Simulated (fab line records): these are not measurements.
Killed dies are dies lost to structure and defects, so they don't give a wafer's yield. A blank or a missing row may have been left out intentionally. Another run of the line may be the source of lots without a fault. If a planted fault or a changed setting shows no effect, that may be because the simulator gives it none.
Lot-split experiment / flow n5-finfet / 21 wafers read across 7 lots, on a route 1938 steps long

== SPLIT DETAILS ==
At N5_SDB_COAT_03 (time 60 s, resist thk 100 nm), the setting spin-rpm was moved away from the recipe's 1500 rpm on 5 of the 21 wafers read, by -10.8% to +10.0%. All remaining wafers had this setting at the recipe value.

== FROM THE SPLIT TO THE READING: what the file shows between them, 7 steps ==
- N5_SDB_COAT_04: time 60 s, resist thk 18 nm
- N5_SDB_COAT_05: resist thk 90 nm
- N5_SDB_DESCUM_16: chemistry O2, time 7.9 s
- N5_SDB_ETCH_17: etches SiARC in CF4, target depth 23.4 nm, time 39 s
- N5_SDB_ETCH_18: etches SOC in N2/H2, target depth 100 nm, overetch 20 nm, time 150 s
- N5_SDB_STRIP_19: strips in N2/H2
- N5_SDB_STRIP_21: strips in CF4

== THE READING ==
SOC_of_SDB_COAT_03.thk-nm (the simulator's own value, which no gauge read), in nm, at N5_SDB_HM_OPEN_20 (chemistry CH3F/O2, target SiNx, stops on poly-Si, target depth 24 nm). There is no usual value for it anywhere in the file. The 16 wafers here that ran the recipe average 84.0 nm, standard deviation 0.4 nm.

wafer=L074.1; tool, chamber at the split=litho-track-01, 0; spin-rpm as run, rpm=1500; against the recipe=recipe; SOC_of_SDB_COAT_03.thk-nm, nm=84; against lot-mates on the recipe=-
wafer=L074.4; tool, chamber at the split=litho-track-01, 0; spin-rpm as run, rpm=1500; against the recipe=recipe; SOC_of_SDB_COAT_03.thk-nm, nm=83.4; against lot-mates on the recipe=-
wafer=L074.6; tool, chamber at the split=litho-track-01, 0; spin-rpm as run, rpm=1500; against the recipe=recipe; SOC_of_SDB_COAT_03.thk-nm, nm=83.6; against lot-mates on the recipe=-
wafer=L079.1; tool, chamber at the split=litho-track-01, 0; spin-rpm as run, rpm=1500; against the recipe=recipe; SOC_of_SDB_COAT_03.thk-nm, nm=84.2; against lot-mates on the recipe=-
wafer=L079.2; tool, chamber at the split=litho-track-01, 0; spin-rpm as run, rpm=1500; against the recipe=recipe; SOC_of_SDB_COAT_03.thk-nm, nm=84.2; against lot-mates on the recipe=-
wafer=L079.3; tool, chamber at the split=litho-track-01, 0; spin-rpm as run, rpm=1500; against the recipe=recipe; SOC_of_SDB_COAT_03.thk-nm, nm=84.8; against lot-mates on the recipe=-
wafer=L080.1; tool, chamber at the split=litho-track-01, 0; spin-rpm as run, rpm=1650; against the recipe=+10.0%; SOC_of_SDB_COAT_03.thk-nm, nm=79.8; against lot-mates on the recipe=-4.3
wafer=L080.2; tool, chamber at the split=litho-track-01, 0; spin-rpm as run, rpm=1500; against the recipe=recipe; SOC_of_SDB_COAT_03.thk-nm, nm=84.6; against lot-mates on the recipe=-
wafer=L080.3; tool, chamber at the split=litho-track-01, 0; spin-rpm as run, rpm=1500; against the recipe=recipe; SOC_of_SDB_COAT_03.thk-nm, nm=83.6; against lot-mates on the recipe=-
wafer=L082.2; tool, chamber at the split=litho-track-01, 0; spin-rpm as run, rpm=1500; against the recipe=recipe; SOC_of_SDB_COAT_03.thk-nm, nm=83.8; against lot-mates on the recipe=-
wafer=L082.3; tool, chamber at the split=litho-track-01, 0; spin-rpm as run, rpm=1500; against the recipe=recipe; SOC_of_SDB_COAT_03.thk-nm, nm=83.8; against lot-mates on the recipe=-
wafer=L082.5; tool, chamber at the split=litho-track-01, 0; spin-rpm as run, rpm=1369; against the recipe=-8.7%; SOC_of_SDB_COAT_03.thk-nm, nm=88.2; against lot-mates on the recipe=+4.4
wafer=L085.1; tool, chamber at the split=litho-track-05, 0; spin-rpm as run, rpm=1500; against the recipe=recipe; SOC_of_SDB_COAT_03.thk-nm, nm=83.8; against lot-mates on the recipe=-
wafer=L085.3; tool, chamber at the split=litho-track-05, 0; spin-rpm as run, rpm=1500; against the recipe=recipe; SOC_of_SDB_COAT_03.thk-nm, nm=83.4; against lot-mates on the recipe=-
wafer=L085.4; tool, chamber at the split=litho-track-05, 0; spin-rpm as run, rpm=1500; against the recipe=recipe; SOC_of_SDB_COAT_03.thk-nm, nm=84.4; against lot-mates on the recipe=-
wafer=L086.1; tool, chamber at the split=litho-track-05, 0; spin-rpm as run, rpm=1500; against the recipe=recipe; SOC_of_SDB_COAT_03.thk-nm, nm=84.4; against lot-mates on the recipe=-
wafer=L086.5; tool, chamber at the split=litho-track-05, 0; spin-rpm as run, rpm=1338; against the recipe=-10.8%; SOC_of_SDB_COAT_03.thk-nm, nm=90; against lot-mates on the recipe=+5.7
wafer=L086.6; tool, chamber at the split=litho-track-05, 0; spin-rpm as run, rpm=1500; against the recipe=recipe; SOC_of_SDB_COAT_03.thk-nm, nm=84.2; against lot-mates on the recipe=-
wafer=L089.4; tool, chamber at the split=litho-track-04, 0; spin-rpm as run, rpm=1500; against the recipe=recipe; SOC_of_SDB_COAT_03.thk-nm, nm=84; against lot-mates on the recipe=-
wafer=L089.5; tool, chamber at the split=litho-track-04, 0; spin-rpm as run, rpm=1618; against the recipe=+7.9%; SOC_of_SDB_COAT_03.thk-nm, nm=81.2; against lot-mates on the recipe=-2.8
wafer=L089.6; tool, chamber at the split=litho-track-04, 0; spin-rpm as run, rpm=1618; against the recipe=+7.9%; SOC_of_SDB_COAT_03.thk-nm, nm=80.6; against lot-mates on the recipe=-3.4

THE FIT
A straight line over all 21 wafers: SOC_of_SDB_COAT_03.thk-nm changes by -0.463 nm for each +1% of spin-rpm; r = -0.98; the points scatter about the line by 0.47 nm.
The same after taking each lot's own level away (the mean of its wafers on the recipe; 21 wafers): -0.462 nm for each +1%; r = -0.99; scatter 0.37 nm.
Per that fit: largest spin-rpm move, reading shift of 5 nm.
The lots' own levels span 83.67 to 84.40 nm, that is 1.8 times the standard deviation above.
The two slopes agree, so the slope changes little with the lot-to-lot level.
Check: for one of the wafers moved furthest among these (-10.8%), held out of the fit, the line's prediction against its lot-mates is +4.79 nm. It came out at +5.7 nm against them.

== THE WHOLE CHAIN: every reading that the file lists as answering this split, in the file's order ==
step=N5_SDB_COAT_03; what it does=time 60 s, resist thk 100 nm; reading=SOC_of_SDB_COAT_03.thk-nm (the simulator's own value, which no gauge read); change (the file's fit)=-0.492 nm for each +1% of the setting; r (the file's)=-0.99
step=N5_SDB_ETCH_18; what it does=etches SOC in N2/H2, target depth 100 nm, overetch 20 nm, time 150 s; reading=etch.depth-nm (the simulator's own value, which no gauge read); change (the file's fit)=-0.497 nm for each +1% of the setting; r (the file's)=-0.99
step=N5_SDB_HM_OPEN_20; what it does=chemistry CH3F/O2, target SiNx, stops on poly-Si, target depth 24 nm; reading=SOC_of_SDB_COAT_03.thk-nm (the simulator's own value, which no gauge read); change (the file's fit)=-0.472 nm for each +1% of the setting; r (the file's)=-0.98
step=N5_SDB_STRIP_22; what it does=strips in N2/H2; reading=strip-time-to-endpoint-s; change (the file's fit)=withheld for each +1% of the setting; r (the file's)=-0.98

== THE FILE'S OWN FIT ==
SOC_of_SDB_COAT_03.thk-nm changes by -0.472 nm for each +1% of spin-rpm, r = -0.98.
